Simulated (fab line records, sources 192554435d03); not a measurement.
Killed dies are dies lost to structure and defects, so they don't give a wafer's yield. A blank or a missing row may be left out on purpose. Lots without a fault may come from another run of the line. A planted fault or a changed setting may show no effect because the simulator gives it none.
Chamber matching | flow n5_finfet | N5_BEOL_M3_STRIP_36 on rie_diel-03: 4 sister chambers
The step strips in N2/H2. 16 wafers are shown with their chamber, then 8 later ones without.

WAFERS WITH THEIR CHAMBER
wafer  | chamber | showerhead_plenum_p_Torr (Torr) | throttle_valve_pct (%) | oes_product_au (a.u.)
L075.2 | 3       | 2.63                            | 23.71                  | 0.72
L075.3 | 2       | 2.42                            | 23.63                  | 0.69
L075.4 | 0       | 2.67                            | 23.92                  | 0.81
L077.1 | 1       | 2.52                            | 24.25                  | 0.73
L077.2 | 0       | 2.67                            | 23.93                  | 0.81
L077.5 | 0       | 2.67                            | 23.95                  | 0.80
L078.1 | 3       | 2.63                            | 23.74                  | 0.70
L078.3 | 1       | 2.52                            | 24.27                  | 0.73
L078.5 | 0       | 2.67                            | 23.97                  | 0.80
L084.1 | 2       | 2.41                            | 23.64                  | 0.69
L084.2 | 1       | 2.52                            | 24.28                  | 0.71
L084.4 | 0       | 2.67                            | 23.94                  | 0.80
L085.2 | 3       | 2.63                            | 23.74                  | 0.70
L085.3 | 0       | 2.66                            | 23.96                  | 0.79
L085.6 | 1       | 2.52                            | 24.30                  | 0.71
L088.2 | 0       | 2.66                            | 23.97                  | 0.80

SIGNATURES (means of the wafers above)
reading                  | chamber 0 | chamber 1 | chamber 2 | chamber 3 | scatter within a chamber
showerhead_plenum_p_Torr | 2.6671    | 2.5200    | 2.4150    | 2.6300    | 0.00401
throttle_valve_pct       | 23.9486   | 24.2750   | 23.6350   | 23.7300   | 0.0188
oes_product_au           | 0.8014    | 0.7200    | 0.6900    | 0.7067    | 0.00891
Rule: a wafer's distance from a chamber is the root of the sum, over the readings, of the square of ((its reading less the chamber's mean) divided by the reading's scatter). The wafer belongs to the nearest chamber; if the next one is less than 2 further off, it can't be placed. The scatter: the root of (the sum of the squares of (reading less its chamber's mean) over the shown wafers, divided by (wafers less chambers)).

WAFERS WITHOUT THEIR CHAMBER
wafer  | showerhead_plenum_p_Torr (Torr) | throttle_valve_pct (%) | oes_product_au (a.u.)
L088.4 | 2.41                            | 23.64                  | 0.69
L088.5 | 2.41                            | 23.64                  | 0.68
L090.1 | 2.62                            | 23.75                  | 0.69
L090.4 | 2.51                            | 24.32                  | 0.70
L090.5 | 2.62                            | 23.75                  | 0.69
L092.1 | 2.66                            | 23.94                  | 0.78
L092.2 | 2.40                            | 23.65                  | 0.67
L092.5 | 2.40                            | 23.69                  | 0.68

WHICH CHAMBER EACH WENT THROUGH
wafer  | from the rows above | in truth
L088.4 | 2                   | 2
L088.5 | 2                   | 2
L090.1 | 3                   | 3
L090.4 | 1                   | 1
L090.5 | 3                   | 3
L092.1 | 0                   | 0
L092.2 | 2                   | 2
L092.5 | 2                   | 2
Placed correctly: 8 of 8. Can't be placed from these rows: 0. Placed wrongly: 0.
